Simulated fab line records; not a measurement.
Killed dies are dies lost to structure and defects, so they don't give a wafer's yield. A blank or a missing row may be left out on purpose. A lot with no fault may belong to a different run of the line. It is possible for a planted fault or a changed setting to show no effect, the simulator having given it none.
Chamber matching -- flow nand_harc -- NHARC_HYBRID_BOND_ACTIVATE_00 on rie_diel-13 has 4 sister chambers
The step chemistry N2, time 60 s. 16 wafers are shown with their chamber, then 8 later ones without.

## WAFERS WITH THEIR CHAMBER
wafer,chamber,showerhead_plenum_p_Torr (Torr),drypump_motor_current_A (A),oes_product_au (a.u.)
L176.1,2,1.68,5.3,0.993
L176.3,3,1.81,6.0,0.988
L176.4,0,1.80,5.5,1.004
L177.3,1,1.79,5.9,0.991
L177.5,2,1.68,5.3,0.999
L177.6,3,1.81,5.9,0.988
L179.1,0,1.80,5.4,1.002
L179.4,1,1.79,5.8,1.004
L179.5,1,1.79,5.8,0.998
L190.2,0,1.80,5.4,1.005
L190.3,1,1.79,5.8,1.004
L190.4,2,1.68,5.3,1.001
L195.3,2,1.67,5.3,1.018
L195.4,1,1.79,5.8,1.002
L195.6,0,1.80,5.5,0.997
L192.3,1,1.79,5.8,0.989

SIGNATURES (means of the wafers above)
reading,chamber 0,chamber 1,chamber 2,chamber 3,scatter within a chamber
showerhead_plenum_p_Torr,1.8000,1.7900,1.6775,1.8100,0.0025
drypump_motor_current_A,5.450,5.817,5.300,5.950,0.0441
oes_product_au,1.00200,0.99800,1.00275,0.98800,0.00708
Rule: distance of a wafer from a chamber = root of the sum over the readings of ((wafer's reading minus chamber's mean) / reading's scatter) squared. If the next closest chamber is less than 2 further off than the closest, the wafer can't be placed; otherwise it belongs to the closest. The scatter: take each reading less its chamber's mean, square it, sum over the shown wafers, divide by the number of wafers less the number of chambers, and take the root.

## WAFERS WHOSE CHAMBER IS MISSING
wafer,showerhead_plenum_p_Torr (Torr),drypump_motor_current_A (A),oes_product_au (a.u.)
L192.4,1.80,5.4,1.000
L192.5,1.67,5.2,1.000
L197.1,1.80,5.5,0.992
L197.3,1.67,5.3,0.993
L197.4,1.79,5.8,1.001
L196.1,1.79,5.8,0.999
L196.4,1.80,5.5,0.997
L196.6,1.67,5.2,0.995

## EACH ONE'S CHAMBER
wafer,from the rows above,in truth
L192.4,0,0
L192.5,2,2
L197.1,0,0
L197.3,2,2
L197.4,1,1
L196.1,1,1
L196.4,0,0
L196.6,2,2
8 of 8 placed correctly. Not placeable from these rows: 0. 0 placed wrongly.
